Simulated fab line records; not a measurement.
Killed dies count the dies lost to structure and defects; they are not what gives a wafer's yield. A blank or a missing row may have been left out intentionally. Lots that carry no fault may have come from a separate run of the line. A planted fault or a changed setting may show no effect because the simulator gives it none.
fab line records + flow n5_finfet
[record]
- lots = 12
- wafers = 34
- last_day = 18
route steps=1938 shown BEOL_M5@1159 PASSIVATION@1936
lots that met no fault: taken from a fault-free run of the same line
start_h: the number of hours between the record's first day and the start of the first shown wafer of the lot + wait_h: hours since the lot's step before + " the same as in the row above + L1.1+2: a single row standing in for several wafers + - no value, or no start given + * or withheld: withheld + < > ~ a bound
route shown NAME@n: names a module that has steps shown in the file, with the first one's number in the route + usual: mean/standard deviation of fault-free wafers + same: alike in all rows + chamber/n: place in a boat + sites: each site's reading + _std_site: the values' standard deviation + _edge_site: the outer-site mean with the inner-site mean subtracted + radius_mm: for every site, how far away it sits from the centre of the wafer + mask NAME#n: copy n + behind: tool/chamber where the wafer was last shaped + hold: why the lot went on hold/how many hours it stayed there/how the hold came to an end + device: which transistor (n, p or np) failed to switch + end of line: the tests these same wafers got at the end of their route + where a step has no rows: the recipe by itself + killed: the dies lost at the first sort to structure and to defects; this is not the yield of the wafer + map: dies across one wafer; x = killed, . = not, _ = none there
set.NAME: setting as actually run; set.NAME@STEP: the setting as run at that earlier step + model.NAME: the simulator's own value behind a step, which no gauge read
the route's steps for a sample of lots (tables are steps, rows are wafers)
services: from which hour (start_h, from the record's first day; less than 0 if before it) a tool's chamber was out of use, for how many hours, and why
[[steps]]
[step N5_BEOL_M5_STRIP_36]
[recipe]
- chemistry = N2/H2
- power_w = 450
- temp_c = 40
- pressure_mtorr = 20
- rf_frequency_hz = 6e+07
- overash_fraction = 0.3
- bias_power_w = 7
- h2_frac = 0.5
- n2_flow_sccm = 200
- h2_flow_sccm = 200
[usual]
- chamber_pressure_mTorr = 20.00/0.031
- drypump_motor_current_A = 5.7/0.49
- oes_product_au = 0.77/0.089
- rf_vpp_V = 59.3/1.4
- showerhead_plenum_p_Torr = 2.53/0.087
- throttle_valve_pct = 23.7/0.33
| lot.wafer | tool        | chamber | start_h | wait_h | chamber_pressure_mTorr | drypump_motor_current_A | oes_product_au | rf_hours_counter_h | rf_vpp_V | showerhead_plenum_p_Torr | throttle_valve_pct |
|-----------|-------------|---------|---------|--------|------------------------|-------------------------|----------------|--------------------|----------|--------------------------|--------------------|
| L225.3    | rie_diel-02 | 3       | 165.04  | 0.0    | 20.02                  | 5.5                     | 0.89           | 42                 | 60.2     | 2.66                     | 23.2               |
| L225.5    | "           | 2       | "       | "      | 19.93                  | 5.6                     | 0.73           | -                  | 59.8     | 2.40                     | 23.6               |
| L225.6    | "           | 1       | "       | "      | 19.98                  | 6.3                     | 0.73           | -                  | 59.5     | 2.53                     | 23.7               |
| L227.1    | rie_diel-01 | 0       | 185.07  | 0.0    | 20.04                  | 5.5                     | 0.89           | 28                 | 61.1     | 2.58                     | 23.1               |
| L227.4    | "           | 1       | "       | "      | 19.99                  | 6.6                     | 0.67           | 226                | 59.4     | 2.39                     | 23.2               |
| L227.5    | "           | 1       | "       | "      | 19.97                  | 6.6                     | 0.67           | -                  | 59.3     | 2.39                     | 23.2               |
| L228.1    | rie_diel-01 | 1       | 190.38  | 0.0    | 20.03                  | 6.6                     | 0.68           | 227                | 57.7     | 2.39                     | 23.2               |
| L228.4    | "           | 3       | "       | "      | 19.93                  | 6.6                     | 0.74           | 171                | 58.0     | 2.65                     | 24.1               |
| L228.6    | "           | 1       | "       | "      | 19.99                  | 6.6                     | 0.68           | -                  | 57.8     | 2.39                     | 23.2               |
| L231.3    | rie_diel-03 | 1       | 206.41  | 0.0    | 19.96                  | 5.7                     | 0.75           | 190                | 60.1     | 2.43                     | 24.1               |
| L231.6    | "           | 0       | "       | "      | 19.99                  | 5.6                     | 0.70           | -                  | 61.7     | 2.61                     | 24.0               |
| L233.3    | rie_diel-02 | 2       | 221.94  | 0.0    | 19.95                  | 5.6                     | 0.72           | 227                | 57.6     | 2.40                     | 23.6               |
| L233.6    | "           | 1       | "       | "      | 19.98                  | 6.2                     | 0.73           | -                  | 58.5     | 2.52                     | 23.7               |
| L240.1    | rie_diel-02 | 0       | 278.03  | 0.0    | 19.96                  | 5.3                     | 0.82           | 61                 | 62.8     | 2.47                     | 23.8               |
| L240.5    | "           | 3       | "       | "      | 20.05                  | 5.5                     | 0.85           | -                  | 58.3     | 2.64                     | 23.3               |
| L240.6    | "           | 2       | "       | "      | 20.01                  | 5.6                     | 0.70           | -                  | 59.2     | 2.39                     | 23.6               |
| L242.1    | rie_diel-03 | 3       | 283.35  | 0.0    | 19.94                  | 5.0                     | 0.71           | 232                | 59.1     | 2.52                     | 23.9               |
| L242.5    | "           | 1       | "       | "      | 19.98                  | 5.7                     | 0.73           | -                  | 56.5     | 2.42                     | 24.1               |
| L242.6    | "           | 2       | "       | "      | 20.04                  | 5.3                     | 1.00           | -                  | 58.2     | 2.58                     | 23.3               |
| L243.1    | rie_diel-03 | 2       | 301.91  | 0.0    | 19.96                  | 5.3                     | 0.96           | 12                 | 59.9     | 2.58                     | 23.3               |
| L243.3    | "           | 1       | "       | "      | 19.98                  | 5.7                     | 0.72           | 222                | 59.0     | 2.42                     | 24.2               |
| L243.4    | "           | 0       | "       | "      | 19.98                  | 5.6                     | 0.99           | 5                  | 60.3     | 2.60                     | 23.5               |
| L245.2    | rie_diel-01 | 3       | 301.92  | 0.0    | 20.03                  | 6.6                     | 0.71           | 209                | 59.1     | 2.63                     | 24.1               |
| L245.4    | "           | 0       | "       | "      | 19.99                  | 5.5                     | 0.84           | 69                 | 60.8     | 2.56                     | 23.1               |
| L245.5    | "           | 0       | "       | "      | 20.02                  | 5.5                     | 0.82           | -                  | 60.8     | 2.56                     | 23.1               |
| L246.3    | rie_diel-01 | 0       | 311.91  | 0.0    | 19.99                  | 5.6                     | 0.82           | 73                 | 58.2     | 2.56                     | 23.2               |
| L246.5    | "           | 3       | "       | "      | 19.99                  | 6.6                     | 0.71           | -                  | 58.8     | 2.63                     | 24.1               |
| L246.6    | "           | 2       | "       | "      | 20.01                  | 5.7                     | 0.94           | -                  | 57.9     | 2.47                     | 23.5               |
| L247.1    | rie_diel-01 | 2       | 324.19  | 0.0    | 20.02                  | 5.7                     | 0.94           | 16                 | 57.0     | 2.46                     | 23.5               |
| L247.4    | "           | 0       | "       | "      | 20.08                  | 5.6                     | 0.82           | 76                 | 60.2     | 2.56                     | 23.2               |
| L247.5    | "           | 3       | "       | "      | 20.01                  | 6.6                     | 0.70           | -                  | 61.0     | 2.63                     | 24.1               |
| L248.1    | rie_diel-01 | 3       | 333.13  | 0.0    | 20.02                  | 6.6                     | 0.70           | 219                | 56.3     | 2.63                     | 24.1               |
| L248.5    | "           | 2       | "       | "      | 19.98                  | 5.7                     | 0.94           | -                  | 58.2     | 2.46                     | 23.5               |
| L248.6    | "           | 1       | "       | "      | 19.97                  | 6.6                     | 0.94           | -                  | 59.5     | 2.70                     | 23.1               |
[step N5_BEOL_M5_CVD_47]
[recipe]
- material = Co
- target_thk_a = 30
- temp_c = withheld
- precursor = CCTBA/H2
- pressure_torr = 30
- time_s = 216
[usual]
- run_length_s = 238.6/0.46
| lot.wafer | tool      | chamber | start_h | wait_h | run_length_s |
|-----------|-----------|---------|---------|--------|--------------|
| L225.3    | cvd_co-01 | 1       | 166.63  | 0.3    | 239.3        |
| L225.5    | "         | 0       | "       | "      | 238.5        |
| L225.6    | "         | 2       | "       | "      | 239.1        |
| L227.1    | cvd_co-01 | 1       | 186.45  | 0.1    | 239.1        |
| L227.4    | "         | 0       | "       | "      | 238.3        |
| L227.5    | "         | 1       | "       | "      | 239.0        |
| L228.1    | cvd_co-02 | 1       | 191.69  | 0.0    | 238.7        |
| L228.4    | "         | 2       | "       | "      | 238.1        |
| L228.6    | "         | 0       | "       | "      | 238.0        |
| L231.3    | cvd_co-02 | 0       | 208.73  | 0.0    | 238.0        |
| L231.6    | "         | 2       | "       | "      | 357.5        |
| L233.3    | cvd_co-02 | 1       | 223.21  | 0.1    | 239.0        |
| L233.6    | "         | 2       | "       | "      | 357.9        |
| L240.1    | cvd_co-01 | 1       | 280.90  | 0.2    | 239.0        |
| L240.5    | "         | 0       | "       | "      | 238.2        |
| L240.6    | "         | 1       | "       | "      | 239.2        |
| L242.1    | cvd_co-01 | 2       | 284.69  | 0.0    | 238.7        |
| L242.5    | "         | 0       | "       | "      | 237.9        |
| L242.6    | "         | 1       | "       | "      | 239.7        |
| L243.1    | cvd_co-02 | 2       | 304.46  | 0.0    | 238.3        |
| L243.3    | "         | 1       | "       | "      | 238.8        |
| L243.4    | "         | 2       | "       | "      | 238.1        |
| L245.2    | cvd_co-01 | 0       | 304.50  | 0.0    | 238.2        |
| L245.4    | "         | 2       | "       | "      | 238.9        |
| L245.5    | "         | 1       | "       | "      | 238.8        |
| L246.3    | cvd_co-01 | 1       | 313.73  | 0.1    | 238.9        |
| L246.5    | "         | 2       | "       | "      | 238.6        |
| L246.6    | "         | 1       | "       | "      | 238.8        |
| L247.1    | cvd_co-02 | 2       | 325.51  | 0.0    | 238.7        |
| L247.4    | "         | 1       | "       | "      | 238.9        |
| L247.5    | "         | 2       | "       | "      | 238.6        |
| L248.1    | cvd_co-02 | 2       | 334.33  | 0.1    | 238.4        |
| L248.5    | "         | 0       | "       | "      | 238.0        |
| L248.6    | "         | 2       | "       | "      | 238.8        |
[step N5_BEOL_M5_SPUTTER_81]
[recipe]
- material = Cu
- target_thk_a = 150
- temp_c = -20
- chamber_pressure_pa = 0.07
- power_w = withheld
- time_s = 27.62
[usual]
- throttle_valve_pct = 29.8/1.1
| lot.wafer | tool           | chamber | start_h | wait_h | throttle_valve_pct |
|-----------|----------------|---------|---------|--------|--------------------|
| L225.3    | pvd_sputter-02 | -       | 169.08  | 0.5    | 29.7               |
| L225.5    | "              | -       | "       | "      | 28.3               |
| L225.6    | "              | -       | "       | "      | 30.0               |
| L227.1    | pvd_sputter-03 | -       | 187.72  | 0.5    | 29.1               |
| L227.4    | "              | -       | "       | "      | 29.8               |
| L227.5    | "              | -       | "       | "      | 28.7               |
| L228.1    | pvd_sputter-02 | -       | 192.98  | 0.5    | 29.9               |
| L228.4    | "              | -       | "       | "      | 28.4               |
| L228.6    | "              | -       | "       | "      | 28.0               |
| L231.3    | pvd_sputter-03 | -       | 209.99  | 0.5    | 31.3               |
| L231.6    | "              | -       | "       | "      | 30.7               |
| L233.3    | pvd_sputter-02 | -       | 224.46  | 0.5    | 31.3               |
| L233.6    | "              | -       | "       | "      | 28.3               |
| L240.1    | pvd_sputter-01 | -       | 282.19  | 0.5    | 29.0               |
| L240.5    | "              | -       | "       | "      | 30.3               |
| L240.6    | "              | -       | "       | "      | 29.2               |
| L242.1    | pvd_sputter-02 | -       | 285.94  | 0.5    | 29.9               |
| L242.5    | "              | -       | "       | "      | 28.6               |
| L242.6    | "              | -       | "       | "      | 29.9               |
| L243.1    | pvd_sputter-01 | -       | 305.71  | 0.5    | 29.0               |
| L243.3    | "              | -       | "       | "      | 30.2               |
| L243.4    | "              | -       | "       | "      | 29.4               |
| L245.2    | pvd_sputter-02 | -       | 305.79  | 0.5    | 28.6               |
| L245.4    | "              | -       | "       | "      | 31.1               |
| L245.5    | "              | -       | "       | "      | 31.2               |
| L246.3    | pvd_sputter-01 | -       | 314.98  | 0.5    | 30.3               |
| L246.5    | "              | -       | "       | "      | 30.4               |
| L246.6    | "              | -       | "       | "      | 29.3               |
| L247.1    | pvd_sputter-02 | -       | 326.81  | 0.5    | 28.5               |
| L247.4    | "              | -       | "       | "      | 28.6               |
| L247.5    | "              | -       | "       | "      | 31.2               |
| L248.1    | pvd_sputter-03 | -       | 335.64  | 0.5    | 30.7               |
| L248.5    | "              | -       | "       | "      | 30.9               |
| L248.6    | "              | -       | "       | "      | 30.2               |
[step N5_BEOL_M5_ANNEAL_84]
[recipe]
- temp_c = 400
- time_s = 1800
- ambient = vacuum
[usual]
- heater_power_w = 833/71
| lot.wafer | tool           | chamber | start_h | wait_h | heater_power_w |
|-----------|----------------|---------|---------|--------|----------------|
| L225.3    | pvd_sputter-02 | -       | 170.25  | 0.0    | 883            |
| L225.5    | "              | -       | "       | "      | 948            |
| L225.6    | "              | -       | "       | "      | 889            |
| L227.1    | pvd_sputter-03 | -       | 188.88  | 0.0    | 886            |
| L227.4    | "              | -       | "       | "      | 792            |
| L227.5    | "              | -       | "       | "      | 893            |
| L228.1    | pvd_sputter-02 | -       | 194.15  | 0.0    | 875            |
| L228.4    | "              | -       | "       | "      | 976            |
| L228.6    | "              | -       | "       | "      | 833            |
| L231.3    | pvd_sputter-03 | -       | 211.16  | 0.0    | 861            |
| L231.6    | "              | -       | "       | "      | 760            |
| L233.3    | pvd_sputter-02 | -       | 225.63  | 0.0    | 815            |
| L233.6    | "              | -       | "       | "      | 958            |
| L240.1    | pvd_sputter-01 | -       | 283.35  | 0.0    | 706            |
| L240.5    | "              | -       | "       | "      | 852            |
| L240.6    | "              | -       | "       | "      | 722            |
| L242.1    | pvd_sputter-02 | -       | 287.11  | 0.0    | 864            |
| L242.5    | "              | -       | "       | "      | 963            |
| L242.6    | "              | -       | "       | "      | 890            |
| L243.1    | pvd_sputter-01 | -       | 306.87  | 0.0    | 680            |
| L243.3    | "              | -       | "       | "      | 865            |
| L243.4    | "              | -       | "       | "      | 823            |
| L245.2    | pvd_sputter-02 | -       | 306.95  | 0.0    | 965            |
| L245.4    | "              | -       | "       | "      | 831            |
| L245.5    | "              | -       | "       | "      | 814            |
| L246.3    | pvd_sputter-01 | -       | 316.15  | 0.0    | 711            |
| L246.5    | "              | -       | "       | "      | 881            |
| L246.6    | "              | -       | "       | "      | 695            |
| L247.1    | pvd_sputter-02 | -       | 327.98  | 0.0    | 935            |
| L247.4    | "              | -       | "       | "      | 972            |
| L247.5    | "              | -       | "       | "      | 820            |
| L248.1    | pvd_sputter-03 | -       | 336.81  | 0.0    | 750            |
| L248.5    | "              | -       | "       | "      | 762            |
| L248.6    | "              | -       | "       | "      | 792            |
[step N5_PASSIVATION_PROBE_49]
[usual]
- defect_limited_yield = 91.1/1.5
- killed_at_M0_to_M3 = 37/11
- killed_at_M4_up = 13/5.6
- killed_at_contacts = 12/5.6
- killed_at_front_end = 39/11
- killed_at_other = 4/3.1
- killed_dies = 105/18
- killed_open = 69/13
- killed_short = 35/7.4
- sort_bin_5_function = 5.1/0.92
- sort_bin_6_memory = 3.4/0.76
- sort_bin_8_speed = 0.02/0.11
- sort_n_pass = 1075/18
- sort_yield_pct = 91.1/1.5
[same]
- gross_dies = 1180
- killed_at_back_side = 0
- sort_bin_4_leakage[%] = 0
| lot.wafer | tool      | chamber | start_h | wait_h | defect_limited_yield[%] | killed_at_M0_to_M3 | killed_at_M4_up | killed_at_contacts | killed_at_front_end | killed_at_other | killed_dies | killed_open | killed_short | sort_bin_5_function[%] | sort_bin_6_memory[%] | sort_bin_8_speed[%] | sort_n_pass | sort_yield_pct[%] |
|-----------|-----------|---------|---------|--------|-------------------------|--------------------|-----------------|--------------------|---------------------|-----------------|-------------|-------------|--------------|------------------------|----------------------|---------------------|-------------|-------------------|
| L228.1    | prober-01 | -       | 296.91  | 0.7    | 90.4                    | 33                 | 23              | 8                  | 43                  | 6               | 113         | 73          | 28           | 5.3                    | 3.4                  | 0                   | 1067        | 90.4              |
| L228.4    | prober-01 | -       | 297.06  | 0.8    | 91.7                    | 45                 | 13              | 8                  | 28                  | 4               | 98          | 62          | 36           | 4.8                    | 3.3                  | 0                   | 1082        | 91.7              |
| L228.6    | prober-01 | -       | 297.16  | 0.9    | 91.4                    | 37                 | 11              | 15                 | 35                  | 3               | 101         | 70          | 29           | 5.1                    | 3.4                  | 0                   | 1079        | 91.4              |
| L243.3    | prober-02 | -       | 410.13  | 0.1    | 90.6                    | 33                 | 20              | 19                 | 38                  | 1               | 111         | 70          | 38           | 4.9                    | 4.2                  | 0                   | 1069        | 90.6              |
// killed by level:class
L228.1 STI_FIN_REVEAL:geometric_particle:open=11 DUMMY_GATE:geometric_particle:open=9 BEOL_M2:geometric_particle:open=9 HKMG_FIN:area_etch=8 GATE_CUT:geometric_particle:short=7 MOL_CONTACT_COAG:geometric_particle:open=7 BEOL_M7:geometric_particle:open=7 BEOL_M0_SAQP:geometric_particle:short=6
L228.4 BEOL_M0_SAQP:geometric_particle:short=10 BEOL_M3:geometric_particle:open=9 STI_FIN_REVEAL:geometric_particle:open=7 BEOL_M1:geometric_particle:open=6 BEOL_M2:geometric_particle:open=6 MOL_CONTACT_COAG:geometric_particle:open=5 GATE_CUT:geometric_particle:open=4 BEOL_M0_SAQP:geometric_particle:open=4
L228.6 MOL_CONTACT_COAG:geometric_particle:open=12 GATE_CUT:geometric_particle:open=8 BEOL_M0_SAQP:geometric_particle:short=7 BEOL_M0_SAQP:geometric_particle:open=7 BEOL_M1:geometric_particle:open=7 BEOL_M2:geometric_particle:open=7 STI_FIN_REVEAL:geometric_particle:open=5 FIN_SAQP:geometric_particle:open=4
L243.3 MOL_CONTACT_COAG:geometric_particle:open=16 FIN_SAQP:geometric_particle:open=9 FIN_SAQP:geometric_particle:short=8 BEOL_M3:geometric_particle:open=8 BEOL_M4:geometric_particle:open=6 BEOL_M0_SAQP:geometric_particle:open=5 BEOL_M2:geometric_particle:short=4 BEOL_M3:geometric_particle:short=4
[[services]]
| tool           | chamber | start_h | hours | kind                          |
|----------------|---------|---------|-------|-------------------------------|
| rie_diel-02    | -       | 204.96  | 14.6  | pm                            |
| rie_diel-01    | 3       | 218.89  | 5.0   | repair                        |
| rie_diel-02    | 0       | 225.17  | 5.2   | repair                        |
| rie_diel-01    | 2       | 237.75  | 12.4  | repair                        |
| cvd_co-01      | 0       | 244.46  | 12.5  | repair                        |
| cvd_co-02      | -       | 244.92  | 1.4   | repair                        |
| rie_diel-01    | 2       | 250.55  | -     | clean                         |
| rie_diel-01    | 2       | 250.55  | -     | consumable_replace:focus_ring |
| rie_diel-01    | 2       | 250.55  | 18.5  | scheduled_down                |
| rie_diel-01    | 2       | 250.55  | 18.5  | vent_cycle                    |
| rie_diel-01    | 1       | 269.04  | -     | clean                         |
| rie_diel-01    | 1       | 269.04  | -     | consumable_replace:focus_ring |
| rie_diel-01    | 1       | 269.04  | -     | consumable_replace:showerhead |
| rie_diel-01    | 1       | 269.04  | 21.5  | scheduled_down                |
| rie_diel-01    | 1       | 269.04  | 21.5  | vent_cycle                    |
| rie_diel-02    | 2       | 301.04  | 12.7  | repair                        |
| pvd_sputter-02 | -       | 311.06  | 2.8   | repair                        |
| cvd_co-02      | 1       | 311.17  | 4.9   | repair                        |
| cvd_co-02      | 0       | 316.12  | 3.0   | repair                        |
| rie_diel-01    | 1       | 326.94  | 2.6   | repair                        |
| cvd_co-02      | 1       | 333.33  | -     | clean                         |
| cvd_co-02      | 1       | 333.33  | 22.0  | scheduled_down                |
| cvd_co-02      | 1       | 333.33  | 22.0  | vent_cycle                    |
| rie_diel-02    | 1       | 334.58  | 3.1   | repair                        |
[[key]]
[first_sign]
- step = N5_BEOL_M5_CVD_47
- reading = run_length_s
- direction = up
- sigmas = 99+
- usual = *
- struck = *
effect none on later readings
met_at N5_BEOL_M5_CVD_47
struck_lots L231,L233
struck_wafers L231.6,L233.6
not_acting_at N5_BEOL_M5_STRIP_36,N5_BEOL_M5_SPUTTER_81,N5_BEOL_M5_ANNEAL_84
onset_between 191.69 208.73
[fault]
- kind = process_parameter_drift
- tool = cvd_co-02
- chamber = -
- onset_h = 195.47
- steps = N5_BEOL_M5_CVD_47
- channel = time_s
- offset = *
- shape = step
- end_h = 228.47
- scope = struck_wafers_only
- acts_in = *
- stated = *
